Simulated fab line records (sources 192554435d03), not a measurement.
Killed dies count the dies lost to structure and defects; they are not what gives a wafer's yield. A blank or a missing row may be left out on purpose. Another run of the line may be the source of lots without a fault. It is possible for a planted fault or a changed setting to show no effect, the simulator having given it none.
Chamber matching || flow n5Finfet || pecvd-02 running N5_BEOL_M9_PECVD_70: 3 sister chambers
The step deposits SiO2 from TEOS/O2, target thk 20 nm, time 22.7 s. 6 wafers are shown with their chamber, then 10 later ones without.

## EACH WAFER AND ITS CHAMBER
{"wafer": "L085.1", "chamber": 2, "throttleValvePct (%)": 23.1, "showerheadPlenumPTorr (Torr)": 8.87}
{"wafer": "L085.3", "chamber": 1, "throttleValvePct (%)": 21.4, "showerheadPlenumPTorr (Torr)": 8.80}
{"wafer": "L088.4", "chamber": 1, "throttleValvePct (%)": 21.4, "showerheadPlenumPTorr (Torr)": 8.78}
{"wafer": "L088.5", "chamber": 2, "throttleValvePct (%)": 23.1, "showerheadPlenumPTorr (Torr)": 8.85}
{"wafer": "L090.3", "chamber": 0, "throttleValvePct (%)": 23.2, "showerheadPlenumPTorr (Torr)": 8.76}
{"wafer": "L090.4", "chamber": 0, "throttleValvePct (%)": 23.1, "showerheadPlenumPTorr (Torr)": 8.75}

## WAFERS WITH NO CHAMBER GIVEN
{"wafer": "L090.6", "throttleValvePct (%)": 21.6, "showerheadPlenumPTorr (Torr)": 8.77}
{"wafer": "L089.3", "throttleValvePct (%)": 23.3, "showerheadPlenumPTorr (Torr)": 8.86}
{"wafer": "L089.5", "throttleValvePct (%)": 21.4, "showerheadPlenumPTorr (Torr)": 8.77}
{"wafer": "L089.6", "throttleValvePct (%)": 23.5, "showerheadPlenumPTorr (Torr)": 8.83}
{"wafer": "L093.1", "throttleValvePct (%)": 21.0, "showerheadPlenumPTorr (Torr)": 8.79}
{"wafer": "L093.2", "throttleValvePct (%)": 23.1, "showerheadPlenumPTorr (Torr)": 8.75}
{"wafer": "L093.4", "throttleValvePct (%)": 23.4, "showerheadPlenumPTorr (Torr)": 8.78}
{"wafer": "L095.2", "throttleValvePct (%)": 23.3, "showerheadPlenumPTorr (Torr)": 8.91}
{"wafer": "L095.3", "throttleValvePct (%)": 23.5, "showerheadPlenumPTorr (Torr)": 8.79}
{"wafer": "L095.4", "throttleValvePct (%)": 22.9, "showerheadPlenumPTorr (Torr)": 8.78}

## CHAMBER TAKEN BY EACH
{"wafer": "L090.6", "from the rows above": 1, "in truth": 1}
{"wafer": "L089.3", "from the rows above": 2, "in truth": 2}
{"wafer": "L089.5", "from the rows above": 1, "in truth": 1}
{"wafer": "L089.6", "from the rows above": "can't be placed: 2 or 0", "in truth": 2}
{"wafer": "L093.1", "from the rows above": 1, "in truth": 1}
{"wafer": "L093.2", "from the rows above": 0, "in truth": 0}
{"wafer": "L093.4", "from the rows above": 0, "in truth": 0}
{"wafer": "L095.2", "from the rows above": 2, "in truth": 2}
{"wafer": "L095.3", "from the rows above": 0, "in truth": 0}
{"wafer": "L095.4", "from the rows above": "can't be placed: 0 or 2", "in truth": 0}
Placed correctly: 8 of 10. Not placeable from these rows: 2 (in 2, the candidates include the true chamber). Placed wrongly: 0.
How it was worked out, from the rows above alone: a wafer's distance from a chamber is the root of the sum, over the readings, of the square of ((its reading less the chamber's mean) divided by the reading's scatter). If the next closest chamber is less than 2 further off than the closest, the wafer can't be placed; otherwise it belongs to the closest. Each chamber's mean is taken over the wafers shown for it. How the scatter is found: for the shown wafers, subtract from each reading the mean of its chamber, square and add these, divide the total by (wafers less chambers), then take the root.
